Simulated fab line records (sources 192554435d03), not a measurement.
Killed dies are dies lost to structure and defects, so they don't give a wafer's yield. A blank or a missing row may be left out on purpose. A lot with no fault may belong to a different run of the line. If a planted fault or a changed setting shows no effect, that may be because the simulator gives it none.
Matching of chambers :: flow n5-finfet :: rie-diel-01 running N5_BEOL_M0_SAQP_STRIP_108: 4 sister chambers
The step strips in N2/H2. 7 wafers are shown with their chamber, then 8 later ones without.

== WAFERS WITH THEIR CHAMBER ==
wafer: L079.6
chamber: 1
drypump-motor-current-A (A): 5.62
showerhead-plenum-p-Torr (Torr): 3.48

wafer: L082.2
chamber: 3
drypump-motor-current-A (A): 5.68
showerhead-plenum-p-Torr (Torr): 3.26

wafer: L082.6
chamber: 2
drypump-motor-current-A (A): 5.68
showerhead-plenum-p-Torr (Torr): 3.33

wafer: L083.1
chamber: 1
drypump-motor-current-A (A): 5.64
showerhead-plenum-p-Torr (Torr): 3.47

wafer: L083.3
chamber: 0
drypump-motor-current-A (A): 5.07
showerhead-plenum-p-Torr (Torr): 3.40

wafer: L083.5
chamber: 3
drypump-motor-current-A (A): 5.67
showerhead-plenum-p-Torr (Torr): 3.25

wafer: L089.1
chamber: 0
drypump-motor-current-A (A): 5.08
showerhead-plenum-p-Torr (Torr): 3.39

== WAFERS WITHOUT THEIR CHAMBER ==
wafer: L089.2
drypump-motor-current-A (A): 5.70
showerhead-plenum-p-Torr (Torr): 3.33

wafer: L089.5
drypump-motor-current-A (A): 5.61
showerhead-plenum-p-Torr (Torr): 3.47

wafer: L092.1
drypump-motor-current-A (A): 5.71
showerhead-plenum-p-Torr (Torr): 3.33

wafer: L092.3
drypump-motor-current-A (A): 5.66
showerhead-plenum-p-Torr (Torr): 3.25

wafer: L092.5
drypump-motor-current-A (A): 5.68
showerhead-plenum-p-Torr (Torr): 3.25

wafer: L093.3
drypump-motor-current-A (A): 5.07
showerhead-plenum-p-Torr (Torr): 3.39

wafer: L093.5
drypump-motor-current-A (A): 5.70
showerhead-plenum-p-Torr (Torr): 3.32

wafer: L093.6
drypump-motor-current-A (A): 5.68
showerhead-plenum-p-Torr (Torr): 3.24

== EACH ONE'S CHAMBER ==
wafer: L089.2
from the rows above: 2
in truth: 2

wafer: L089.5
from the rows above: 1
in truth: 1

wafer: L092.1
from the rows above: 2
in truth: 2

wafer: L092.3
from the rows above: 3
in truth: 3

wafer: L092.5
from the rows above: 3
in truth: 3

wafer: L093.3
from the rows above: 0
in truth: 0

wafer: L093.5
from the rows above: 2
in truth: 2

wafer: L093.6
from the rows above: 3
in truth: 3
8 of 8 placed correctly. Number that these rows cannot place: 0. Wrongly placed: 0.
How it was worked out, from the rows above alone: a wafer's distance from a chamber is the root of the sum, over the readings, of the square of ((its reading less the chamber's mean) divided by the reading's scatter). The wafer belongs to the nearest chamber; if the next one is less than 2 further off, it can't be placed. For every chamber, the mean is computed from those of its wafers that are shown. The scatter: the root of (the sum of the squares of (reading less its chamber's mean) over the shown wafers, divided by (wafers less chambers)).
